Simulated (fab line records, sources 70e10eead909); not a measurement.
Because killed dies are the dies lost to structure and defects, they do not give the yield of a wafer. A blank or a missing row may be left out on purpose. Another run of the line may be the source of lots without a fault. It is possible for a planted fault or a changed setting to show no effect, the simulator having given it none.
Which tool is to blame? + flow nand_harc + 24 lots with 72 wafers sampled at 6 steps, on a route of 1302 steps

WHAT EACH GAUGE READ, for each wafer
NHARC_P_BONDPAD_THK_MEAS_20: measures by xrf. Usual: 160.8 nm for thk_nm, sd 1.6.
| lot  | measured     | on            | thk_nm (nm)       | flag |
|------|--------------|---------------|-------------------|------|
| L074 | day 6 22:20  | film_metro-02 | 160.9 161.6 162.3 |      |
| L075 | day 7 05:48  | film_metro-01 | 160.6 161.1 161.0 |      |
| L076 | day 7 09:38  | film_metro-01 | 160.0 158.9 160.9 |      |
| L077 | day 8 03:43  | film_metro-02 | 163.9 161.4 163.4 |      |
| L078 | day 8 18:08  | film_metro-02 | 162.1 159.7 162.9 |      |
| L079 | day 8 18:56  | film_metro-02 | 161.5 162.6 161.6 |      |
| L080 | day 9 05:53  | film_metro-02 | 163.2 161.9 163.0 |      |
| L081 | day 9 15:47  | film_metro-02 | 160.3 159.8 158.7 |      |
| L082 | day 9 21:18  | film_metro-02 | 162.3 162.0 163.1 |      |
| L083 | day 10 16:25 | film_metro-01 | 159.8 161.8 163.4 |      |
| L084 | day 10 21:14 | film_metro-02 | 160.0 160.0 160.8 |      |
| L085 | day 11 07:37 | film_metro-02 | 161.0 158.2 160.8 |      |
| L086 | day 11 11:16 | film_metro-01 | 162.0 160.3 163.0 |      |
| L087 | day 12 01:47 | film_metro-02 | 157.2 160.4 159.1 |      |
| L088 | day 12 18:43 | film_metro-01 | 159.5 160.3 160.5 |      |
| L089 | day 12 19:55 | film_metro-01 | 156.9 159.4 159.7 |      |
| L090 | day 13 11:52 | film_metro-02 | 160.5 159.7 162.5 |      |
| L091 | day 13 18:01 | film_metro-02 | 157.9 160.0 158.8 |      |
| L092 | day 14 12:19 | film_metro-02 | 159.6 161.1 159.5 |      |
| L093 | day 14 17:54 | film_metro-01 | 161.3 165.5 161.9 |      |
| L094 | day 15 01:07 | film_metro-02 | 161.5 162.2 160.0 |      |
| L095 | day 15 15:01 | film_metro-02 | 160.2 159.9 160.7 |      |
| L096 | day 15 23:58 | film_metro-01 | 159.8 161.6 162.0 |      |
| L097 | day 16 10:13 | film_metro-02 | 161.3 159.6 159.0 |      |

WHAT TOOL EACH LOT RAN ON (gives the tool, then ch and the chambers of the sampled wafers, and finally the start)
| lot  | NHARC_P_M2_ANNEAL_31             | NHARC_P_BONDPAD_DEGAS_25     | NHARC_P_BONDPAD_PRE_CLEAN_26            | NHARC_P_BONDPAD_PVD_17                  | NHARC_P_BONDPAD_CMP_19        |
|------|----------------------------------|------------------------------|-----------------------------------------|-----------------------------------------|-------------------------------|
| L074 | rtp_anneal-02 ch 0, day 6 17:11  | pvd_sputter-02, day 6 20:57  | pvd_sputter-02, day 6 22:03 or earlier  | pvd_sputter-02, day 6 22:03 or earlier  | cmp-01 ch 1,2,3, day 6 22:03  |
| L075 | rtp_anneal-01 ch 0, day 7 00:37  | pvd_sputter-02, day 7 04:22  | pvd_sputter-02, day 7 05:32 or earlier  | pvd_sputter-02, day 7 05:32 or earlier  | cmp-03 ch 0,2,3, day 7 05:32  |
| L076 | rtp_anneal-02 ch 0, day 7 04:31  | pvd_sputter-01, day 7 08:14  | pvd_sputter-01, day 7 09:19 or earlier  | pvd_sputter-01, day 7 09:19 or earlier  | cmp-04 ch 2,3, day 7 09:19    |
| L077 | rtp_anneal-01 ch 0, day 7 22:33  | pvd_sputter-01, day 8 02:17  | pvd_sputter-01, day 8 03:26 or earlier  | pvd_sputter-01, day 8 03:26 or earlier  | cmp-01 ch 0,2,3, day 8 03:26  |
| L078 | rtp_anneal-02 ch 0, day 8 13:00  | pvd_sputter-03, day 8 16:41  | pvd_sputter-03, day 8 17:50 or earlier  | pvd_sputter-03, day 8 17:50 or earlier  | cmp-04 ch 1,2, day 8 17:50    |
| L079 | rtp_anneal-01 ch 0, day 8 13:40  | pvd_sputter-03, day 8 17:14  | pvd_sputter-03, day 8 18:37 or earlier  | pvd_sputter-03, day 8 18:37 or earlier  | cmp-03 ch 1,2, day 8 18:37    |
| L080 | rtp_anneal-02 ch 0, day 9 00:41  | pvd_sputter-01, day 9 04:26  | pvd_sputter-01, day 9 05:33 or earlier  | pvd_sputter-01, day 9 05:33 or earlier  | cmp-03 ch 0,2,3, day 9 05:33  |
| L081 | rtp_anneal-01 ch 0, day 9 10:40  | pvd_sputter-02, day 9 14:22  | pvd_sputter-02, day 9 15:27 or earlier  | pvd_sputter-02, day 9 15:27 or earlier  | cmp-04 ch 0,3, day 9 15:27    |
| L082 | rtp_anneal-01 ch 0, day 9 16:17  | pvd_sputter-02, day 9 19:54  | pvd_sputter-02, day 9 20:59 or earlier  | pvd_sputter-02, day 9 20:59 or earlier  | cmp-03 ch 0,1,2, day 9 20:59  |
| L083 | rtp_anneal-02 ch 0, day 10 11:05 | pvd_sputter-03, day 10 15:01 | pvd_sputter-03, day 10 16:06 or earlier | pvd_sputter-03, day 10 16:06 or earlier | cmp-01 ch 1,2, day 10 16:06   |
| L084 | rtp_anneal-02 ch 0, day 10 16:14 | pvd_sputter-02, day 10 19:50 | pvd_sputter-02, day 10 20:56 or earlier | pvd_sputter-02, day 10 20:56 or earlier | cmp-03 ch 0,1, day 10 20:56   |
| L085 | rtp_anneal-01 ch 0, day 11 02:29 | pvd_sputter-03, day 11 06:12 | pvd_sputter-03, day 11 07:22 or earlier | pvd_sputter-03, day 11 07:22 or earlier | cmp-03 ch 0,1,3, day 11 07:22 |
| L086 | rtp_anneal-01 ch 0, day 11 06:09 | pvd_sputter-02, day 11 09:51 | pvd_sputter-02, day 11 11:00 or earlier | pvd_sputter-02, day 11 11:00 or earlier | cmp-01 ch 0,2,3, day 11 11:00 |
| L087 | rtp_anneal-02 ch 0, day 11 20:46 | pvd_sputter-01, day 12 00:20 | pvd_sputter-01, day 12 01:29 or earlier | pvd_sputter-01, day 12 01:29 or earlier | cmp-04 ch 2,3, day 12 01:29   |
| L088 | rtp_anneal-01 ch 0, day 12 13:22 | pvd_sputter-01, day 12 17:19 | pvd_sputter-01, day 12 18:27 or earlier | pvd_sputter-01, day 12 18:27 or earlier | cmp-03 ch 0,1,2, day 12 18:27 |
| L089 | rtp_anneal-02 ch 0, day 12 14:38 | pvd_sputter-03, day 12 18:31 | pvd_sputter-03, day 12 19:36 or earlier | pvd_sputter-03, day 12 19:36 or earlier | cmp-04 ch 2,3, day 12 19:36   |
| L090 | rtp_anneal-02 ch 0, day 13 06:49 | pvd_sputter-01, day 13 10:28 | pvd_sputter-01, day 13 11:36 or earlier | pvd_sputter-01, day 13 11:36 or earlier | cmp-01 ch 1,2,3, day 13 11:36 |
| L091 | rtp_anneal-02 ch 0, day 13 12:59 | pvd_sputter-01, day 13 16:37 | pvd_sputter-01, day 13 17:45 or earlier | pvd_sputter-01, day 13 17:45 or earlier | cmp-03 ch 1,2,3, day 13 17:45 |
| L092 | rtp_anneal-02 ch 0, day 14 06:05 | pvd_sputter-03, day 14 10:53 | pvd_sputter-03, day 14 12:04 or earlier | pvd_sputter-03, day 14 12:04 or earlier | cmp-03 ch 0,1,3, day 14 12:04 |
| L093 | rtp_anneal-01 ch 0, day 14 12:29 | pvd_sputter-01, day 14 16:30 | pvd_sputter-01, day 14 17:35 or earlier | pvd_sputter-01, day 14 17:35 or earlier | cmp-04 ch 1,2, day 14 17:35   |
| L094 | rtp_anneal-02 ch 0, day 14 19:52 | pvd_sputter-01, day 14 23:43 | pvd_sputter-01, day 15 00:51 or earlier | pvd_sputter-01, day 15 00:51 or earlier | cmp-01 ch 0,1,3, day 15 00:51 |
| L095 | rtp_anneal-01 ch 0, day 15 09:55 | pvd_sputter-02, day 15 13:38 | pvd_sputter-02, day 15 14:44 or earlier | pvd_sputter-02, day 15 14:44 or earlier | cmp-04 ch 0,2,3, day 15 14:44 |
| L096 | rtp_anneal-02 ch 0, day 15 18:59 | pvd_sputter-01, day 15 22:34 | pvd_sputter-01, day 15 23:39 or earlier | pvd_sputter-01, day 15 23:39 or earlier | cmp-04 ch 0,1,3, day 15 23:39 |
| L097 | rtp_anneal-01 ch 0, day 16 05:11 | pvd_sputter-01, day 16 08:49 | pvd_sputter-01, day 16 09:53 or earlier | pvd_sputter-01, day 16 09:53 or earlier | cmp-01 ch 1,2,3, day 16 09:53 |
- NHARC_P_M2_ANNEAL_31: time 90 s.
- NHARC_P_BONDPAD_DEGAS_25: time 60 s.
- NHARC_P_BONDPAD_PRE_CLEAN_26: time 30 s.
- NHARC_P_BONDPAD_PVD_17: deposits TaN, target thk 5 nm, time 8.06 s.
- NHARC_P_BONDPAD_CMP_19: polishes, t overpolish 30 s, cu recess touch 16 s, target thk 160.81 nm.

AS READ BY THE TOOLS THEMSELVES (means over the sampled wafers that have a number; for cases with no such wafer, the mark the record gives instead)
NHARC_P_M2_ANNEAL_31. Usual: 225.53 for wafer_temp_C_max, sd 0.17.
| lot  | tool          | wafer_temp_C_max | flag |
|------|---------------|------------------|------|
| L074 | rtp_anneal-02 | 225.56           |      |
| L075 | rtp_anneal-01 | 225.66           |      |
| L076 | rtp_anneal-02 | 225.50           |      |
| L077 | rtp_anneal-01 | 225.55           |      |
| L078 | rtp_anneal-02 | 225.63           |      |
| L079 | rtp_anneal-01 | 225.51           |      |
| L080 | rtp_anneal-02 | 225.43           |      |
| L081 | rtp_anneal-01 | 225.49           |      |
| L082 | rtp_anneal-01 | 225.58           |      |
| L083 | rtp_anneal-02 | 225.50           |      |
| L084 | rtp_anneal-02 | 225.77           |      |
| L085 | rtp_anneal-01 | 225.39           |      |
| L086 | rtp_anneal-01 | 225.51           |      |
| L087 | rtp_anneal-02 | 225.44           |      |
| L088 | rtp_anneal-01 | 225.65           |      |
| L089 | rtp_anneal-02 | 225.24           |      |
| L090 | rtp_anneal-02 | 225.33           |      |
| L091 | rtp_anneal-02 | 225.60           |      |
| L092 | rtp_anneal-02 | 225.51           |      |
| L093 | rtp_anneal-01 | 225.52           |      |
| L094 | rtp_anneal-02 | 225.82           |      |
| L095 | rtp_anneal-01 | 225.54           |      |
| L096 | rtp_anneal-02 | 225.57           |      |
| L097 | rtp_anneal-01 | 225.56           |      |

NHARC_P_BONDPAD_DEGAS_25. Usual: 453 W for heater_power_w, sd 43.
| lot  | tool           | heater_power_w (W) | flag |
|------|----------------|--------------------|------|
| L074 | pvd_sputter-02 | 448                |      |
| L075 | pvd_sputter-02 | 440                |      |
| L076 | pvd_sputter-01 | 445                |      |
| L077 | pvd_sputter-01 | 485                |      |
| L078 | pvd_sputter-03 | 497                |      |
| L079 | pvd_sputter-03 | 468                |      |
| L080 | pvd_sputter-01 | 453                |      |
| L081 | pvd_sputter-02 | 457                |      |
| L082 | pvd_sputter-02 | 439                |      |
| L083 | pvd_sputter-03 | 529                |      |
| L084 | pvd_sputter-02 | 434                |      |
| L085 | pvd_sputter-03 | 449                |      |
| L086 | pvd_sputter-02 | 404                |      |
| L087 | pvd_sputter-01 | 424                |      |
| L088 | pvd_sputter-01 | 452                |      |
| L089 | pvd_sputter-03 | 491                |      |
| L090 | pvd_sputter-01 | 428                |      |
| L091 | pvd_sputter-01 | 479                |      |
| L092 | pvd_sputter-03 | 483                |      |
| L093 | pvd_sputter-01 | 425                |      |
| L094 | pvd_sputter-01 | 480                |      |
| L095 | pvd_sputter-02 | 425                |      |
| L096 | pvd_sputter-01 | 463                |      |
| L097 | pvd_sputter-01 | 463                |      |

NHARC_P_BONDPAD_PRE_CLEAN_26. Usual: 397 W for heater_power_w, sd 39.
| lot  | tool           | heater_power_w (W) | flag |
|------|----------------|--------------------|------|
| L074 | pvd_sputter-02 | 368                |      |
| L075 | pvd_sputter-02 | 348                |      |
| L076 | pvd_sputter-01 | 398                |      |
| L077 | pvd_sputter-01 | 408                |      |
| L078 | pvd_sputter-03 | 428                |      |
| L079 | pvd_sputter-03 | 396                |      |
| L080 | pvd_sputter-01 | 394                |      |
| L081 | pvd_sputter-02 | 361                |      |
| L082 | pvd_sputter-02 | 397                |      |
| L083 | pvd_sputter-03 | 462                |      |
| L084 | pvd_sputter-02 | 354                |      |
| L085 | pvd_sputter-03 | 393                |      |
| L086 | pvd_sputter-02 | 344                |      |
| L087 | pvd_sputter-01 | 404                |      |
| L088 | pvd_sputter-01 | 400                |      |
| L089 | pvd_sputter-03 | 419                |      |
| L090 | pvd_sputter-01 | 392                |      |
| L091 | pvd_sputter-01 | 391                |      |
| L092 | pvd_sputter-03 | 423                |      |
| L093 | pvd_sputter-01 | 427                |      |
| L094 | pvd_sputter-01 | 421                |      |
| L095 | pvd_sputter-02 | 374                |      |
| L096 | pvd_sputter-01 | 400                |      |
| L097 | pvd_sputter-01 | 390                |      |

NHARC_P_BONDPAD_PVD_17. Usual: 30.1 % for throttle_valve_pct, sd 1.2.
| lot  | tool           | throttle_valve_pct (%) | flag |
|------|----------------|------------------------|------|
| L074 | pvd_sputter-02 | 28.7                   |      |
| L075 | pvd_sputter-02 | 28.8                   |      |
| L076 | pvd_sputter-01 | 30.5                   |      |
| L077 | pvd_sputter-01 | 31.0                   |      |
| L078 | pvd_sputter-03 | 30.5                   |      |
| L079 | pvd_sputter-03 | 29.7                   |      |
| L080 | pvd_sputter-01 | 30.7                   |      |
| L081 | pvd_sputter-02 | 30.1                   |      |
| L082 | pvd_sputter-02 | 31.3                   |      |
| L083 | pvd_sputter-03 | 31.2                   |      |
| L084 | pvd_sputter-02 | 30.1                   |      |
| L085 | pvd_sputter-03 | 30.5                   |      |
| L086 | pvd_sputter-02 | 28.9                   |      |
| L087 | pvd_sputter-01 | 31.4                   |      |
| L088 | pvd_sputter-01 | 30.6                   |      |
| L089 | pvd_sputter-03 | 28.9                   |      |
| L090 | pvd_sputter-01 | 30.4                   |      |
| L091 | pvd_sputter-01 | 30.3                   |      |
| L092 | pvd_sputter-03 | 30.3                   |      |
| L093 | pvd_sputter-01 | 30.2                   |      |
| L094 | pvd_sputter-01 | 31.1                   |      |
| L095 | pvd_sputter-02 | 29.0                   |      |
| L096 | pvd_sputter-01 | 30.2                   |      |
| L097 | pvd_sputter-01 | 30.2                   |      |

NHARC_P_BONDPAD_CMP_19. Usual: motor_current_A 11.8 A, standard deviation 1.2; overpolish_run_s 30.000 s, standard deviation 0.0088; slurry_flow_ml_min 150.1, standard deviation 0.47.
| lot  | tool   | motor_current_A (A) | overpolish_run_s (s) | slurry_flow_ml_min | flag |
|------|--------|---------------------|----------------------|--------------------|------|
| L074 | cmp-01 | 11.8                | 30.004               | 150.2              |      |
| L075 | cmp-03 | 12.0                | 30.003               | 149.9              |      |
| L076 | cmp-04 | 11.5                | 30.005               | 150.6              |      |
| L077 | cmp-01 | 12.4                | 29.995               | 150.2              |      |
| L078 | cmp-04 | 10.7                | 30.000               | 149.8              |      |
| L079 | cmp-03 | 13.1                | 29.998               | 150.0              |      |
| L080 | cmp-03 | 11.5                | 29.994               | 149.8              |      |
| L081 | cmp-04 | 10.6                | 29.997               | 150.0              |      |
| L082 | cmp-03 | 12.0                | 30.001               | 150.0              |      |
| L083 | cmp-01 | 11.9                | 29.999               | 149.9              |      |
| L084 | cmp-03 | 13.1                | 29.997               | 149.9              |      |
| L085 | cmp-03 | 13.1                | 30.003               | 150.0              |      |
| L086 | cmp-01 | 12.7                | 30.004               | 149.9              |      |
| L087 | cmp-04 | 11.3                | 29.992               | 149.6              |      |
| L088 | cmp-03 | 12.4                | 29.997               | 150.1              |      |
| L089 | cmp-04 | 11.7                | 29.996               | 150.3              |      |
| L090 | cmp-01 | 11.6                | 29.996               | 150.0              |      |
| L091 | cmp-03 | 12.9                | 29.995               | 149.9              |      |
| L092 | cmp-03 | 12.6                | 30.001               | 150.5              |      |
| L093 | cmp-04 | 10.6                | 29.995               | 149.9              |      |
| L094 | cmp-01 | 11.8                | 29.997               | 150.5              |      |
| L095 | cmp-04 | 10.8                | 30.006               | 150.1              |      |
| L096 | cmp-04 | 11.2                | 30.010               | 150.0              |      |
| L097 | cmp-01 | 11.4                | 29.999               | 150.1              |      |

THE ANSWER, worked out from the rows above alone
Rule: a lot is off if the mean of its wafers that have a number lies more than 3 standard deviations from the usual mean. Also off: a lot with no number at a reading for which 4 or more lots have one. Any other lot the step has rows for is counted as sound. After the gauges, taken in route order, come the tools' own readings; for these a lot's mean is taken, as printed above. The first step at which some lot is off is used, and at that step the reading that is off furthest; a lot without a number counts as furthest.
No lot is off on any of the readings shown, so nothing can be concluded from this.

WHAT THE SIMULATOR HAD INSERTED
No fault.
